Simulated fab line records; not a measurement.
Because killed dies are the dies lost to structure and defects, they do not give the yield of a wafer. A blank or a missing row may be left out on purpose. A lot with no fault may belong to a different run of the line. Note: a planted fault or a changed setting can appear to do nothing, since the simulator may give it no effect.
fab line records	flow nand-harc
[record] lots = 6	wafers = 18	last-day = 34
route steps=1302 shown A_ONON_D2@559 A_CHANNEL_HOLE_D2@570 END@1302
lots untouched by any fault: they come from a run of this same line in which no faults occurred
start-h: start of the lot's first displayed wafer, in hours after the record's first day	wait-h: hours elapsed since this lot's preceding step	" the same as in the row above	L1.1+2: several wafers, shown together as one row	- no value, or no start was given	* or withheld: withheld	< > ~ a bound
route shown NAME@n: NAME is a module with steps in the file, n the number in the route of the first one	usual: mean/standard deviation of fault-free wafers	same: alike in all rows	chamber/n: place in a boat	sites: the reading at each site	_std_site: standard deviation across them	_edge_site: mean of outer sites minus mean of inner sites	radius-mm: how far each site lies from the wafer's centre	mask NAME#n: copy n	behind: the last tool/chamber to shape the wafer	hold: why the lot was held/for how many hours/how that ended	device: transistor that didn't switch, given as n, p or np	end of line: the tests these same wafers got at the end of their route	a step without rows: its recipe alone	killed: at the first sort, the dies lost to defects and structure; wafer yield is something else	map: a wafer's dies, marking killed ones x, the rest . and places with no die _
set.NAME: the setting the step ran with; set.NAME@STEP: the setting that earlier step ran with	model.NAME: the simulator's own value behind a step, which no gauge read
certain route steps with their lots: each step a table, each wafer a row
services: a tool's chamber out of use, with start hour (start-h, from the record's first day; less than 0 if before it), hours out, and reason
[[steps]]
[step NHARC_A_ONON_D2_THK_MEAS_21]
[recipe] thk-meas-gauge = ellipsometry
[usual] thk-nm = 1001/12
lot.wafer	tool	chamber	start-h	wait-h	thk-nm
L153.1	film-metro-02	-	322.97	-	995
L153.5	"	-	"	"	993
L153.6	"	-	"	"	995
L155.1	film-metro-02	-	346.37	-	1013
L155.2	"	-	"	"	1014
L155.4	"	-	"	"	1014
L157.3	film-metro-01	-	372.93	-	1026
L157.5	"	-	"	"	1025
L157.6	"	-	"	"	1024
L160.2	film-metro-02	-	397.14	-	1000
L160.4	"	-	"	"	999
L160.5	"	-	"	"	999
L167.1	film-metro-01	-	458.82	-	993
L167.3	"	-	"	"	992
L167.6	"	-	"	"	993
L172.1	film-metro-02	-	526.77	-	1014
L172.4	"	-	"	"	1014
L172.6	"	-	"	"	1013
[step NHARC_A_ONON_D2_DEP_22]
[recipe] target-thk-a = 10000	n2-flow-sccm = 2750	n2o-flow-sccm = 2000	nh3-flow-sccm = 500	sih4-flow-sccm = 210	temp-c = 400
[step NHARC_A_ONON_D2_THK_MEAS_24]
[recipe] thk-meas-gauge = ellipsometry
[usual] thk-nm = 1003/11
lot.wafer	tool	chamber	start-h	wait-h	thk-nm
L153.1	film-metro-02	-	323.53	-	1017
L153.5	"	-	"	"	1018
L153.6	"	-	"	"	1018
L155.1	film-metro-02	-	346.93	-	1000
L155.2	"	-	"	"	1001
L155.4	"	-	"	"	1001
L157.3	film-metro-01	-	373.49	-	997
L157.5	"	-	"	"	996
L157.6	"	-	"	"	997
L160.2	film-metro-01	-	397.70	-	981
L160.4	"	-	"	"	982
L160.5	"	-	"	"	979
L167.1	film-metro-01	-	459.38	-	1024
L167.3	"	-	"	"	1026
L167.6	"	-	"	"	1026
L172.1	film-metro-02	-	527.34	-	995
L172.4	"	-	"	"	994
L172.6	"	-	"	"	994
[step NHARC_A_ONON_D2_DEP_25]
[recipe] target-thk-a = 10000	n2-flow-sccm = 2750	n2o-flow-sccm = 2000	nh3-flow-sccm = 500	sih4-flow-sccm = 210	temp-c = 400
[step NHARC_A_ONON_D2_THK_MEAS_27]
[recipe] thk-meas-gauge = ellipsometry
[usual] thk-nm = 1002/8
lot.wafer	tool	chamber	start-h	wait-h	thk-nm
L153.1	film-metro-02	-	324.10	-	1011
L153.5	"	-	"	"	1011
L153.6	"	-	"	"	1009
L155.1	film-metro-01	-	347.50	-	985
L155.2	"	-	"	"	986
L155.4	"	-	"	"	986
L157.3	film-metro-01	-	374.06	-	1001
L157.5	"	-	"	"	1001
L157.6	"	-	"	"	1000
L160.2	film-metro-01	-	398.27	-	1003
L160.4	"	-	"	"	1005
L160.5	"	-	"	"	1004
L167.1	film-metro-01	-	459.95	-	1017
L167.3	"	-	"	"	1016
L167.6	"	-	"	"	1017
L172.1	film-metro-01	-	527.91	-	1001
L172.4	"	-	"	"	1000
L172.6	"	-	"	"	1000
[step NHARC_A_ONON_D2_DEP_28]
[recipe] target-thk-a = 10000	n2-flow-sccm = 2750	n2o-flow-sccm = 2000	nh3-flow-sccm = 500	sih4-flow-sccm = 210	temp-c = 400
[step NHARC_A_ONON_D2_THK_MEAS_30]
[recipe] thk-meas-gauge = ellipsometry
[usual] thk-nm = 1000/9.4
lot.wafer	tool	chamber	start-h	wait-h	thk-nm
L153.1	film-metro-02	-	324.66	-	999
L153.5	"	-	"	"	997
L153.6	"	-	"	"	997
L155.1	film-metro-01	-	348.07	-	1002
L155.2	"	-	"	"	1003
L155.4	"	-	"	"	1001
L157.3	film-metro-01	-	374.63	-	986
L157.5	"	-	"	"	985
L157.6	"	-	"	"	985
L160.2	film-metro-02	-	398.84	-	1007
L160.4	"	-	"	"	1007
L160.5	"	-	"	"	1008
L167.1	film-metro-01	-	460.52	-	998
L167.3	"	-	"	"	998
L167.6	"	-	"	"	998
L172.1	film-metro-01	-	528.49	-	992
L172.4	"	-	"	"	993
L172.6	"	-	"	"	992
[step NHARC_A_ONON_D2_DEP_33]
[recipe] target-thk-a = 2000	temp-c = 400	pressure-torr = 6.5	rf-w = 900	teos-flow-sccm = 161.4	flow-sccm = 2650	target-thk-nm = 200	gas = O2	material = SiO2
[step NHARC_A_ONON_D2_THK_MEAS_34]
[recipe] thk-meas-gauge = ellipsometry
[usual] thk-nm = 200/3
lot.wafer	tool	chamber	start-h	wait-h	thk-nm
L153.1	film-metro-02	-	325.14	-	195
L153.5	"	-	"	"	201
L153.6	"	-	"	"	202
L155.1	film-metro-01	-	348.62	-	200
L155.2	"	-	"	"	198
L155.4	"	-	"	"	203
L157.3	film-metro-01	-	375.10	-	198
L157.5	"	-	"	"	202
L157.6	"	-	"	"	200
L160.2	film-metro-02	-	399.34	-	189
L160.4	"	-	"	"	194
L160.5	"	-	"	"	201
L167.1	film-metro-01	-	461.14	-	195
L167.3	"	-	"	"	199
L167.6	"	-	"	"	203
L172.1	film-metro-01	-	528.97	-	199
L172.4	"	-	"	"	199
L172.6	"	-	"	"	201
[step NHARC_A_ONON_D2_INSPECT_32]
[usual] raw-defect-count = 401/120
lot.wafer	tool	chamber	start-h	wait-h	raw-defect-count
L153.1	defect-inspect-01	-	325.20	0.0	223
L153.5	"	-	"	"	262
L153.6	"	-	"	"	322
L155.1	defect-inspect-02	-	348.71	0.1	672
L155.2	"	-	"	"	480
L155.4	"	-	"	"	517
L157.3	defect-inspect-02	-	375.16	0.0	400
L157.5	"	-	"	"	300
L157.6	"	-	"	"	207
L160.2	defect-inspect-01	-	399.40	0.0	336
L160.4	"	-	"	"	374
L160.5	"	-	"	"	243
L167.1	defect-inspect-01	-	461.20	0.0	327
L167.3	"	-	"	"	306
L167.6	"	-	"	"	362
L172.1	defect-inspect-01	-	529.03	0.0	552
L172.4	"	-	"	"	766
L172.6	"	-	"	"	552
[step NHARC_A_CHANNEL_HOLE_D2_DEP_00]
[recipe] target-thk-a = 31000	temp-c = 400	material = aC
[step NHARC_A_CHANNEL_HOLE_D2_DEP_01]
[recipe] target-thk-a = 1400	target-thk-nm = 140	temp-c = 400	pressure-torr = 3.5	flow-sccm = 200	rf-w = 350	material = SiON
[usual] heater-power-w = 766/100
lot.wafer	tool	chamber	start-h	wait-h	heater-power-w
L153.1	pecvd-03	2	327.23	1.6	978
L153.6	"	1	"	"	732
L153.5	"	2	"	"	964
L155.1	pecvd-02	2	351.88	1.6	824
L155.2	"	0	"	"	754
L155.4	"	0	"	"	620
L157.3	pecvd-03	1	379.10	1.0	676
L157.6	"	0	"	"	765
L157.5	"	2	"	"	755
L160.2	pecvd-03	1	401.46	1.4	737
L160.5	"	2	"	"	807
L160.4	"	0	"	"	753
L167.3	pecvd-04	1	464.05	1.0	1006
L167.1	"	2	"	"	580
L167.6	"	1	"	"	1004
L172.1	pecvd-02	1	532.60	1.6	639
L172.6	"	0	"	"	619
L172.4	"	2	"	"	826
[step NHARC_A_CHANNEL_HOLE_D2_DEHYDRATE_02]
[recipe] temp-c = 150	time-s = 120
[step NHARC_A_CHANNEL_HOLE_D2_HMDS_03]
[recipe] time-s = 30
[step NHARC_A_CHANNEL_HOLE_D2_COAT_36]
[recipe] temp-c = 260	time-s = 75
[step NHARC_A_CHANNEL_HOLE_D2_COAT_37]
[recipe] temp-c = 225	time-s = 65
[step NHARC_A_CHANNEL_HOLE_D2_COAT_04]
[recipe] spin-rpm = 1500	resist-thk-nm = 90
[step NHARC_A_CHANNEL_HOLE_D2_SOFTBAKE_05]
[recipe] temp-c = 105	time-s = 55
[step NHARC_A_CHANNEL_HOLE_D2_EBR_06]
[step NHARC_A_CHANNEL_HOLE_D2_EXPOSE_07]
[recipe] na = 1.35	target-cd-nm = 100	sigma-outer = 0.3	dose-mj = 59.65	mask-id = HOLE_D2
[step NHARC_A_CHANNEL_HOLE_D2_PEB_08]
[recipe] peb-temp-c = 100	peb-time-s = 65
[step NHARC_A_CHANNEL_HOLE_D2_DEVELOP_09]
[recipe] develop-time-s = 35	dev-temp-c = 23
[step NHARC_A_CHANNEL_HOLE_D2_CD_MEAS_10]
[recipe] target-cd-nm = 100	landing-energy-ev = 500
[usual] cd-nm = 100.2/0.49
lot.wafer	tool	chamber	start-h	wait-h	cd-nm
L153.1	cd-sem-03	0	327.86	-	99.7
L153.5	"	0	"	"	100.6
L153.6	"	0	"	"	100.1
L155.1	cd-sem-03	0	352.60	-	98.8
L155.2	"	0	"	"	99.4
L155.4	"	0	"	"	99.6
L157.3	cd-sem-01	0	379.80	-	100.5
L157.5	"	0	"	"	100.6
L157.6	"	0	"	"	100.9
L160.2	cd-sem-02	0	402.12	-	100.1
L160.4	"	0	"	"	100.4
L160.5	"	0	"	"	99.6
L167.1	cd-sem-01	0	464.74	-	99.8
L167.3	"	0	"	"	99.7
L167.6	"	0	"	"	100.1
L172.1	cd-sem-02	0	533.29	-	100.1
L172.4	"	0	"	"	100.7
L172.6	"	0	"	"	100.8
[step NHARC_A_CHANNEL_HOLE_D2_OVL_MEAS_11]
[usual] overlay-x-nm = 0.0/0.85	overlay-y-nm = 0.1/0.86
lot.wafer	tool	chamber	start-h	wait-h	overlay-x-nm	overlay-y-nm
L153.1	overlay-01	-	327.95	-	-1.1	0.0
L153.5	"	-	"	"	-1.5	0.3
L153.6	"	-	"	"	-1.3	0.3
L155.1	overlay-02	-	352.69	-	0.3	0.3
L155.2	"	-	"	"	0.2	0.5
L155.4	"	-	"	"	0.6	0.6
L157.3	overlay-01	-	379.88	-	1.0	0.8
L157.5	"	-	"	"	0.6	0.7
L157.6	"	-	"	"	0.7	0.4
L160.2	overlay-02	-	402.21	-	1.0	0.8
L160.4	"	-	"	"	0.8	0.8
L160.5	"	-	"	"	0.9	0.9
L167.1	overlay-02	-	464.83	-	0.3	-1.0
L167.3	"	-	"	"	-0.1	-0.5
L167.6	"	-	"	"	0.8	-1.2
L172.1	overlay-01	-	533.38	-	0.3	-1.2
L172.4	"	-	"	"	0.5	-0.9
L172.6	"	-	"	"	0.4	-1.1
[step NHARC_A_CHANNEL_HOLE_D2_INSPECT_12]
[usual] raw-defect-count = 27/23
lot.wafer	tool	chamber	start-h	wait-h	raw-defect-count
L153.1	defect-inspect-02	-	327.99	0.0	5
L153.5	"	-	"	"	10
L153.6	"	-	"	"	7
L155.1	defect-inspect-02	-	352.73	0.0	8
L155.2	"	-	"	"	2
L155.4	"	-	"	"	7
L157.3	defect-inspect-02	-	379.92	0.0	5
L157.5	"	-	"	"	365
L157.6	"	-	"	"	8
L160.2	defect-inspect-02	-	402.24	0.0	57
L160.4	"	-	"	"	65
L160.5	"	-	"	"	349
L167.1	defect-inspect-02	-	464.87	0.0	68
L167.3	"	-	"	"	72
L167.6	"	-	"	"	59
L172.1	defect-inspect-02	-	533.42	0.0	7
L172.4	"	-	"	"	5
L172.6	"	-	"	"	5
[step NHARC_A_CHANNEL_HOLE_D2_DESCUM_15]
[recipe] time-s = 3	o2-flow-sccm = 200	ar-flow-sccm = 0	bias-power-w = 0	chemistry = O2
[usual] drypump-motor-current-A = 5.5/0.45	oes-product-au = 1.000/0.011	rf-vpp-V = 57.9/0.93	showerhead-plenum-p-Torr = 1.92/0.092	throttle-valve-pct = 11.310/0.0093
lot.wafer	tool	chamber	start-h	wait-h	drypump-motor-current-A	oes-product-au	rf-hours-counter-h	rf-vpp-V	showerhead-plenum-p-Torr	throttle-valve-pct
L153.1	rie-diel-13	2	328.05	0.1	6.2	1.006	9	57.9	2.03	11.307
L153.5	"	3	"	"	5.9	0.994	-	57.7	1.95	11.310
L153.6	"	0	"	"	5.9	1.004	-	58.6	1.88	11.332
L155.4	rie-diel-07	0	352.79	0.1	4.9	0.999	4	58.4	1.93	11.305
L155.1	"	2	"	"	4.9	0.996	4	58.0	1.84	11.311
L155.2	"	3	"	"	5.7	0.989	0	57.5	2.02	11.296
L157.3	rie-diel-13	1	379.98	0.1	5.4	0.998	1	57.4	1.82	11.321
L157.6	"	1	"	"	5.4	0.995	-	56.3	1.82	11.314
L157.5	"	2	"	"	6.2	0.992	-	58.7	2.03	11.299
L160.4	rie-diel-13	1	402.31	0.1	5.4	0.993	3	57.2	1.82	11.320
L160.2	"	3	"	"	5.9	0.990	3	59.8	1.95	11.302
L160.5	"	1	"	"	5.4	1.005	-	59.1	1.82	11.302
L167.1	rie-diel-13	0	464.93	0.1	5.9	1.010	6	58.0	1.88	11.308
L167.3	"	3	"	"	5.9	0.983	6	59.4	1.95	11.307
L167.6	"	1	"	"	5.4	0.997	-	57.5	1.82	11.327
L172.1	rie-diel-02	3	533.48	0.1	5.8	1.005	9	58.2	1.79	11.309
L172.6	"	3	"	"	5.8	1.006	-	58.3	1.79	11.299
L172.4	"	1	"	"	5.5	0.994	-	56.8	1.83	11.289
[step NHARC_A_CHANNEL_HOLE_D2_ETCH_38]
[recipe] target-depth-a = 390	over-etch-frac = 0.3	time-s = 65	ion-energy-ev = 80	cf4-flow-sccm = 150	ar-flow-sccm = 0	rf-w = 300	bias-w = 100	chemistry = CF4
[step NHARC_A_CHANNEL_HOLE_D2_ETCH_39]
[recipe] target-depth-a = 2600	over-etch-frac = 0.3	time-s = 325	ion-energy-ev = 200	n2-flow-sccm = 150	h2-flow-sccm = 150	ar-flow-sccm = 0	rf-w = 400	bias-w = 150	chemistry = N2/H2
[step NHARC_A_CHANNEL_HOLE_D2_ETCH_34]
[recipe] target-depth-a = 1540	time-s = 77	cf4-flow-sccm = 100	chf3-flow-sccm = 30	ar-flow-sccm = 0	rf-w = 500	bias-w = 200	chemistry = CF4/CHF3
[step NHARC_A_CHANNEL_HOLE_D2_ETCH_16]
[recipe] target-depth-a = 31000	over-etch-frac = 0.3	time-s = 806	ion-energy-ev = 150	o2-flow-sccm = 400	cos-flow-sccm = 20	ar-flow-sccm = 0	rf-w = 500	bias-w = 300	chemistry = O2/COS
[step NHARC_A_CHANNEL_HOLE_D2_CD_MEAS_18]
[usual] cd-nm = 100.0/2.2
lot.wafer	tool	chamber	start-h	wait-h	cd-nm
L153.1	cd-sem-01	-	329.36	-	97.7
L153.5	"	-	"	"	98.9
L153.6	"	-	"	"	106.2
L155.1	cd-sem-02	-	353.90	-	96.7
L155.2	"	-	"	"	100.5
L155.4	"	-	"	"	96.9
L157.3	cd-sem-03	-	381.09	-	99.1
L157.5	"	-	"	"	99.5
L157.6	"	-	"	"	102.3
L160.2	cd-sem-02	-	403.41	-	99.8
L160.4	"	-	"	"	101.6
L160.5	"	-	"	"	95.7
L167.1	cd-sem-01	-	466.24	-	100.4
L167.3	"	-	"	"	101.3
L167.6	"	-	"	"	99.9
L172.1	cd-sem-01	-	534.81	-	99.9
L172.4	"	-	"	"	101.1
L172.6	"	-	"	"	103.6
[step NHARC_A_CHANNEL_HOLE_D2_ETCH_19]
[recipe] bias-v = 1200	source-w = 2500	pressure-mtorr = 15	time-s = 34.5	ar-flow-sccm = 375	c4f8-flow-sccm = 28.8	o2-flow-sccm = 96.2	temp-c = -20	target-depth-a = *	chemistry = C4F8/O2/Ar
[step NHARC_A_CHANNEL_HOLE_D2_ETCH_20]
[recipe] bias-v = 3000	source-w = withheld	pressure-mtorr = 20	time-s = 361.9	ar-flow-sccm = 375	c4f8-flow-sccm = 89.3	o2-flow-sccm = 35.7	temp-c = -20	target-depth-a = 16000	chemistry = C4F8/O2/Ar
[usual] drypump-motor-current-A = 5.5/0.45	showerhead-plenum-p-Torr = 3.62/0.15	throttle-valve-pct = 32.154/0.0083
lot.wafer	tool	chamber	start-h	wait-h	drypump-motor-current-A	rf-hours-counter-h	showerhead-plenum-p-Torr	throttle-valve-pct
L153.1	har-etch-02	0	329.66	0.2	4.9	360	3.63	32.162
L153.5	"	0	"	"	4.9	-	3.63	32.159
L153.6	"	0	"	"	4.9	-	3.63	32.156
L155.2	har-etch-02	0	354.08	0.1	4.9	383	3.62	32.151
L155.1	"	1	"	"	5.5	376	3.93	32.157
L155.4	"	0	"	"	4.9	-	3.62	32.151
L157.3	har-etch-01	0	381.43	0.2	5.5	-	3.48	32.157
L157.5	"	1	"	"	6.2	-	3.67	32.163
L157.6	"	0	"	"	5.5	-	3.48	32.142
L160.2	har-etch-02	0	405.23	0.1	4.9	4	3.61	32.158
L160.4	"	1	"	"	5.5	-	3.92	32.156
L160.5	"	1	"	"	5.5	-	3.92	32.156
L167.1	har-etch-01	1	466.43	0.1	6.2	267	3.64	32.163
L167.3	"	0	"	"	5.5	-	3.45	32.164
L167.6	"	0	"	"	5.5	-	3.45	32.151
L172.1	har-etch-01	0	538.20	0.1	5.5	309	3.43	32.152
L172.4	"	0	"	"	5.5	-	3.43	32.144
L172.6	"	0	"	"	5.5	-	3.43	32.150
[step NHARC_A_CHANNEL_HOLE_D2_ETCH_21]
[recipe] bias-v = 3000	source-w = withheld	pressure-mtorr = 20	time-s = 514.3	ar-flow-sccm = 375	c4f8-flow-sccm = 89.3	o2-flow-sccm = 35.7	temp-c = -20	target-depth-a = 16000	chemistry = C4F8/O2/Ar
[step NHARC_A_CHANNEL_HOLE_D2_ETCH_22]
[recipe] bias-v = 3000	source-w = withheld	pressure-mtorr = 20	time-s = 666.7	ar-flow-sccm = 375	c4f8-flow-sccm = 89.3	o2-flow-sccm = 35.7	temp-c = -20	target-depth-a = 16000	chemistry = C4F8/O2/Ar
[usual] drypump-motor-current-A = 5.5/0.45	showerhead-plenum-p-Torr = 3.62/0.15	throttle-valve-pct = 32.156/0.009
lot.wafer	tool	chamber	start-h	wait-h	drypump-motor-current-A	rf-hours-counter-h	showerhead-plenum-p-Torr	throttle-valve-pct
L153.1	har-etch-02	0	331.16	0.7	4.9	362	3.63	32.156
L153.5	"	0	"	"	4.9	-	3.63	32.147
L153.6	"	0	"	"	4.9	-	3.63	32.161
L155.2	har-etch-02	0	354.85	0.4	4.9	384	3.62	32.147
L155.1	"	1	"	"	5.5	376	3.93	32.153
L155.4	"	0	"	"	4.9	-	3.62	32.149
L157.3	har-etch-01	0	382.31	0.4	5.4	-	3.48	32.158
L157.5	"	1	"	"	6.2	-	3.67	32.159
L157.6	"	0	"	"	5.5	-	3.48	32.162
L160.2	har-etch-02	0	406.03	0.4	4.9	5	3.61	32.149
L160.4	"	1	"	"	5.5	-	3.92	32.130
L160.5	"	1	"	"	5.5	-	3.92	32.163
L167.1	har-etch-01	1	469.90	3.1	6.2	268	3.63	32.158
L167.3	"	0	"	"	5.5	-	3.45	32.146
L167.6	"	0	"	"	5.5	-	3.45	32.153
L172.1	har-etch-01	0	538.95	0.4	5.5	310	3.43	32.158
L172.4	"	0	"	"	5.5	-	3.43	32.132
L172.6	"	0	"	"	5.5	-	3.43	32.172
[step NHARC_A_CHANNEL_HOLE_D2_ETCH_23]
[recipe] bias-v = 5000	source-w = withheld	pressure-mtorr = 20	time-s = 819	ar-flow-sccm = 375	c4f8-flow-sccm = 89.3	o2-flow-sccm = 35.7	temp-c = -20	target-depth-a = 16000	chemistry = C4F8/O2/Ar
[step NHARC_A_CHANNEL_HOLE_D2_ETCH_24]
[recipe] bias-v = 5000	source-w = withheld	pressure-mtorr = 20	time-s = 906.2	ar-flow-sccm = 375	c4f8-flow-sccm = 93.8	o2-flow-sccm = 31.2	temp-c = -20	target-depth-a = 15000	chemistry = C4F8/O2/Ar
[usual] drypump-motor-current-A = 5.5/0.45	showerhead-plenum-p-Torr = 3.62/0.15	throttle-valve-pct = 32.235/0.0098
lot.wafer	tool	chamber	start-h	wait-h	drypump-motor-current-A	rf-hours-counter-h	showerhead-plenum-p-Torr	throttle-valve-pct
L153.1	har-etch-02	0	333.68	1.2	4.9	364	3.63	32.242
L153.5	"	0	334.68	1.2	5.0	-	3.63	32.237
L153.6	"	0	"	"	4.9	-	3.63	32.246
L155.2	har-etch-02	0	356.11	0.6	4.9	385	3.62	32.223
L155.1	"	1	"	"	5.5	378	3.93	32.228
L155.4	"	0	"	"	4.9	-	3.62	32.205
L157.3	har-etch-01	0	383.66	0.6	5.5	-	3.48	32.242
L157.5	"	1	"	"	6.2	-	3.66	32.226
L157.6	"	0	"	"	5.5	-	3.48	32.242
L160.2	har-etch-02	0	407.34	0.6	4.9	6	3.61	32.229
L160.4	"	1	"	"	5.5	-	3.92	32.247
L160.5	"	1	"	"	5.5	-	3.92	32.250
L167.1	har-etch-01	1	471.15	0.6	6.2	269	3.63	32.233
L167.3	"	0	"	"	5.5	-	3.45	32.236
L167.6	"	0	"	"	5.5	-	3.45	32.251
L172.1	har-etch-01	0	540.22	0.6	5.5	311	3.43	32.237
L172.4	"	0	"	"	5.5	-	3.43	32.223
L172.6	"	0	"	"	5.5	-	3.43	32.254
[step NHARC_A_CHANNEL_HOLE_D2_ETCH_25]
[recipe] bias-v = 5000	source-w = withheld	pressure-mtorr = 20	time-s = 1040.2	ar-flow-sccm = 375	c4f8-flow-sccm = 93.8	o2-flow-sccm = 31.2	temp-c = -20	target-depth-a = 15000	chemistry = C4F8/O2/Ar
[usual] drypump-motor-current-A = 5.5/0.45	showerhead-plenum-p-Torr = 3.61/0.15	throttle-valve-pct = 32.236/0.0091
lot.wafer	tool	chamber	start-h	wait-h	drypump-motor-current-A	rf-hours-counter-h	showerhead-plenum-p-Torr	throttle-valve-pct
L153.1	har-etch-02	0	335.19	1.3	5.0	366	3.63	32.231
L153.5	"	0	336.37	1.4	5.0	-	3.63	32.247
L153.6	"	0	"	"	5.0	-	3.63	32.228
L155.2	har-etch-02	0	356.88	0.6	4.9	386	3.62	32.243
L155.1	"	1	"	"	5.5	378	3.93	32.229
L155.4	"	0	"	"	4.9	-	3.62	32.233
L157.3	har-etch-01	0	384.48	0.7	5.5	-	3.48	32.225
L157.5	"	1	"	"	6.2	-	3.66	32.242
L157.6	"	0	"	"	5.5	-	3.48	32.229
L160.2	har-etch-02	0	408.13	0.7	4.9	7	3.61	32.232
L160.4	"	1	"	"	5.5	-	3.92	32.235
L160.5	"	1	"	"	5.5	-	3.92	32.228
L167.1	har-etch-01	1	471.92	0.6	6.2	270	3.63	32.238
L167.3	"	0	"	"	5.5	-	3.45	32.233
L167.6	"	0	"	"	5.5	-	3.45	32.246
L172.1	har-etch-01	0	540.99	0.6	5.5	312	3.43	32.237
L172.4	"	0	"	"	5.4	-	3.43	32.242
L172.6	"	0	"	"	5.4	-	3.43	32.237
[step NHARC_A_CHANNEL_HOLE_D2_ETCH_26]
[recipe] bias-v = 300	source-w = 2000	pressure-mtorr = 30	time-s = 224.1	ar-flow-sccm = 375	c4f8-flow-sccm = 11.4	o2-flow-sccm = 113.6	temp-c = -20	target-depth-a = 3000	chemistry = C4F8/O2/Ar
[step NHARC_A_CHANNEL_HOLE_D2_ETCH_27]
[recipe] bias-v = 400	source-w = 2000	pressure-mtorr = 25	time-s = 90	ar-flow-sccm = 375	c4f8-flow-sccm = 41.7	o2-flow-sccm = 83.3	temp-c = -20	target-depth-a = 4000	chemistry = C4F8/O2/Ar
[step NHARC_A_CHANNEL_HOLE_D2_STRIP_41]
[recipe] n2-flow-sccm = 150	h2-flow-sccm = 150	ar-flow-sccm = 0	bias-w = 0	chemistry = N2/H2
[step NHARC_A_CHANNEL_HOLE_D2_INSPECT_40]
[usual] raw-defect-count = 284/74
lot.wafer	tool	chamber	start-h	wait-h	raw-defect-count
L153.1	defect-inspect-01	-	339.29	-	200
L153.5	"	-	"	"	221
L153.6	"	-	"	"	235
L155.1	defect-inspect-02	-	359.70	-	460
L155.2	"	-	"	"	328
L155.4	"	-	"	"	356
L157.3	defect-inspect-02	-	387.04	-	221
L157.5	"	-	"	"	553
L157.6	"	-	"	"	173
L160.2	defect-inspect-02	-	410.79	-	235
L160.4	"	-	"	"	276
L160.5	"	-	"	"	483
L167.1	defect-inspect-01	-	474.88	-	288
L167.3	"	-	"	"	285
L167.6	"	-	"	"	308
L172.1	defect-inspect-01	-	543.81	-	360
L172.4	"	-	"	"	482
L172.6	"	-	"	"	316
[step NHARC_END_SORT_01]
[recipe] temp-c = 25
[usual] killed-at-array = 59/20	killed-at-other = 0.8/1.2	killed-at-periphery = 3.5/2.2	killed-dies = 63/20	killed-open = 3.3/1.8	killed-short = 2.6/1.7
[same] gross-dies = 677
lot.wafer	tool	chamber	start-h	wait-h	killed-at-array	killed-at-other	killed-at-periphery	killed-dies	killed-open	killed-short
L155.1	prober-01	0	627.05	2.6	82	0	2	84	3	2
L155.2	prober-01	0	627.86	2.9	71	2	1	74	5	2
L155.4	prober-01	0	629.47	3.4	84	0	3	87	6	3
L157.5	prober-01	0	645.87	3.7	103	1	1	105	3	2
L160.5	prober-01	0	668.00	3.7	107	0	4	111	4	2
// killed by level:class
L155.1 A_SLIT:chamber-film-flake=34 A_CHANNEL_HOLE_D2:chamber-film-flake=30 A_STAIRCASE:chamber-film-flake=5 A_SGD_CUT:chamber-film-flake=4 A_CHANNEL_HOLE_D1:chamber-film-flake=3 A_ONON_D1:geometric-particle:short=1 A_ONON_D1:geometric-particle:open=1 A_DECK1_JOINT:geometric-particle:open=1
L155.2 A_SLIT:chamber-film-flake=28 A_CHANNEL_HOLE_D2:chamber-film-flake=21 A_STAIRCASE:chamber-film-flake=8 A_CONTACT:chamber-film-flake=3 A_M0:geometric-particle:open=2 A_SGD_CUT:chamber-film-flake=2 THIN_TSV:chamber-film-flake=2 A_SOURCE_PLATE:geometric-particle:short=1
L155.4 A_SLIT:chamber-film-flake=30 A_CHANNEL_HOLE_D2:chamber-film-flake=25 A_WL_FILL:chamber-film-flake=6 A_STAIRCASE:chamber-film-flake=6 A_SGD_CUT:chamber-film-flake=4 P_ZERO_WELL:chamber-film-flake=3 A_CHANNEL_FILL_D1:geometric-particle:open=2 A_CHANNEL_HOLE_D1:chamber-film-flake=2
L157.5 A_CHANNEL_HOLE_D2:unspecified=74 A_CHANNEL_HOLE_D2:chamber-film-flake=10 A_CHANNEL_HOLE_D1:chamber-film-flake=3 A_CHANNEL_FILL_D2:chamber-film-flake=3 A_CONTACT:chamber-film-flake=3 A_BONDPAD:chamber-film-flake=3 A_CHANNEL_FILL_D1:chamber-film-flake=2 P_M0:geometric-particle:open=1
L160.5 A_CHANNEL_HOLE_D2:unspecified=75 A_CHANNEL_HOLE_D1:chamber-film-flake=20 A_STAIRCASE:chamber-film-flake=3 A_BLC:chamber-film-flake=2 P_CONTACT:geometric-particle:short=1 P_CONTACT:geometric-particle:open=1 A_ONON_D1:geometric-particle:short=1 A_CHANNEL_HOLE_D1:geometric-particle:open=1
[[services]]
tool	chamber	start-h	hours	kind
rie-diel-07	1	304.94	4.0	repair
rie-diel-07	3	308.73	40.5	repair
pecvd-02	0	315.20	5.0	repair
pecvd-03	0	317.33	25.6	repair
rie-diel-13	1	318.85	16.9	repair
pecvd-04	2	329.42	7.9	repair
pecvd-03	-	330.07	0.8	repair
pecvd-04	1	333.64	13.7	repair
rie-diel-13	-	342.00	9.0	pm
pecvd-04	-	346.13	3.6	repair
pecvd-03	-	366.00	13.0	pm
pecvd-04	-	377.37	1.3	repair
har-etch-02	-	383.90	17.0	pm
rie-diel-07	1	383.97	3.1	repair
rie-diel-07	-	384.11	0.2	repair
rie-diel-13	2	385.02	9.4	repair
rie-diel-02	-	393.70	9.0	pm
rie-diel-07	3	406.87	33.4	repair
pecvd-02	-	408.00	13.0	pm
pecvd-04	2	424.08	6.5	repair
pecvd-02	-	433.85	1.3	repair
pecvd-04	-	450.16	13.0	pm
rie-diel-13	2	454.24	13.4	repair
rie-diel-13	-	519.00	9.0	pm
[[key]]
[first-sign] step = NHARC_A_CHANNEL_HOLE_D2_INSPECT_12	reading = raw-defect-count	direction = up	sigmas = 14	usual = 27	struck = 357
[effect] step = NHARC_A_CHANNEL_HOLE_D2_INSPECT_40	reading = raw-defect-count	direction = up	sigmas = 3.2	usual = 284	struck = 518
[more-kills-born-at] NHARC_A_CHANNEL_HOLE_D2_DEP_01@pecvd-03 = 149
met-at NHARC_A_CHANNEL_HOLE_D2_DEP_01
struck-wafers L157.5,L160.5
tester-left-out L157,L160
onset-between 327.23 379.10
[fault] kind = chamber-particle-source	tool = pecvd-03	chamber = 2	onset-h = 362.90	steps = NHARC_A_CHANNEL_HOLE_D2_DEP_01	rate-per-visit-cm2 = 0.50837	end-h = 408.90
// tester-left-out: of these lots the tester's yield and bins aren't shown, on N5 and GAA mostly nor the transistor test; their killed dies are dies lost to structure and defects alone, not to doping, threshold or leakage, so they don't give the yield
